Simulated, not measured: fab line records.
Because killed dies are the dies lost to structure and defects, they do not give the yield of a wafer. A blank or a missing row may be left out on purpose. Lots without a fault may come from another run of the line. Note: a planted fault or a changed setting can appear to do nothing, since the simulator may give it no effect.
Split-lot study | flow n5-finfet | 21 wafers read from 7 lots, route of 1938 steps

== SPLIT DETAILS ==
At N5_SD_EPI_P_COAT_34 (time 60 s, resist thk 350 nm), the setting spin-rpm was moved away from the recipe's 1500 rpm on 7 of the 21 wafers read, by -7.5% to +6.2%. All remaining wafers had this setting at the recipe value.

The reading comes from the split's own step.

== THE READING ==
SOC_of_SD_EPI_P_COAT_34.thk-nm (the simulator's own value, which no gauge read), in nm, at N5_SD_EPI_P_COAT_34 (time 60 s, resist thk 350 nm). The file gives no usual value for it. Average 349.5 nm, standard deviation 0.87 nm, over the 14 wafers here run with the recipe.

wafer  | tool, chamber at the split | spin-rpm as run, rpm | against the recipe | SOC_of_SD_EPI_P_COAT_34.thk-nm, nm | against lot-mates on the recipe
L074.1 | litho-track-02, 0          | 1500                 | recipe             | 350                                | -
L074.2 | litho-track-02, 0          | 1500                 | recipe             | 349.2                              | -
L074.5 | litho-track-02, 0          | 1436                 | -4.3%              | 358.4                              | +8.8
L076.3 | litho-track-01, 0          | 1500                 | recipe             | 348.4                              | -
L076.6 | litho-track-01, 0          | 1500                 | recipe             | 348.4                              | -
L076.4 | litho-track-01, 0          | 1500                 | recipe             | 350.4                              | -
L077.4 | litho-track-02, 0          | 1500                 | recipe             | 349.8                              | -
L077.5 | litho-track-02, 0          | 1500                 | recipe             | 351                                | -
L077.6 | litho-track-02, 0          | 1500                 | recipe             | 350.2                              | -
L078.2 | litho-track-01, 0          | 1580                 | +5.3%              | 340.2                              | -8.2
L078.3 | litho-track-01, 0          | 1580                 | +5.3%              | 338.6                              | -9.8
L078.6 | litho-track-01, 0          | 1500                 | recipe             | 348.4                              | -
L086.1 | litho-track-03, 0          | 1387                 | -7.5%              | 364                                | +13.8
L086.2 | litho-track-03, 0          | 1387                 | -7.5%              | 364.8                              | +14.6
L086.3 | litho-track-03, 0          | 1500                 | recipe             | 350.2                              | -
L087.2 | litho-track-02, 0          | 1593                 | +6.2%              | 340.6                              | -9.8
L087.5 | litho-track-02, 0          | 1593                 | +6.2%              | 340.4                              | -10.0
L087.6 | litho-track-02, 0          | 1500                 | recipe             | 350.4                              | -
L091.2 | litho-track-03, 0          | 1500                 | recipe             | 349                                | -
L091.4 | litho-track-03, 0          | 1500                 | recipe             | 349                                | -
L091.3 | litho-track-03, 0          | 1500                 | recipe             | 348.4                              | -

FIT RESULTS
A straight line over all 21 wafers: SOC_of_SD_EPI_P_COAT_34.thk-nm changes by -1.82 nm for each +1% of spin-rpm; r = -0.99; the points scatter about the line by 1.1 nm.
The same after taking each lot's own level away (the mean of its wafers on the recipe; 21 wafers): -1.78 nm for each +1%; r = -0.99; scatter 0.71 nm.
According to that fit, moving spin-rpm by its largest amount changes the reading by 13 nm.
Across the lots, their own levels run from 348.40 to 350.40 nm, a range of 2.3 times the standard deviation given above.
The two slopes agree, so the slope changes little with the lot-to-lot level.
Check: with one of the wafers moved furthest among these (-7.5%) left out of the fit, the line predicts +13.6 nm for it against its lot-mates. It came out at +13.8 nm against them.

== THE OTHER SPLITS THESE WAFERS WENT THROUGH ==
Note: prior to the reading, these wafers also went through further splits. Each is held against what the fit with the lots' levels taken away leaves over:
other split on the same wafers        | wafers away from the commonest value | r with SOC_of_SD_EPI_P_COAT_34.thk-nm (lot level and that fit taken away)
N5_WELL_APT_COAT_02 spin-rpm          | 7                                    | +0.05
N5_WELL_APT_PEB_23 peb-temp-c         | 4                                    | +0.10
N5_WELL_APT_DEVELOP_24 develop-time-s | 10                                   | +0.24
N5_FIN_SAQP_PECVD_48 time-s           | 10                                   | +0.08
N5_FIN_SAQP_DEVELOP_15 develop-time-s | 8                                    | +0.10
N5_FIN_CUT_CUT_ETCH_26 source-w       | 8                                    | +0.03
N5_DUMMY_GATE_CVD_03 temp-c           | 15                                   | +0.31
N5_DUMMY_GATE_COAT_28 spin-rpm        | 8                                    | +0.05

== FILE'S OWN FIT ==
SOC_of_SD_EPI_P_COAT_34.thk-nm changes by -1.79 nm for each +1% of spin-rpm, r = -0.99.
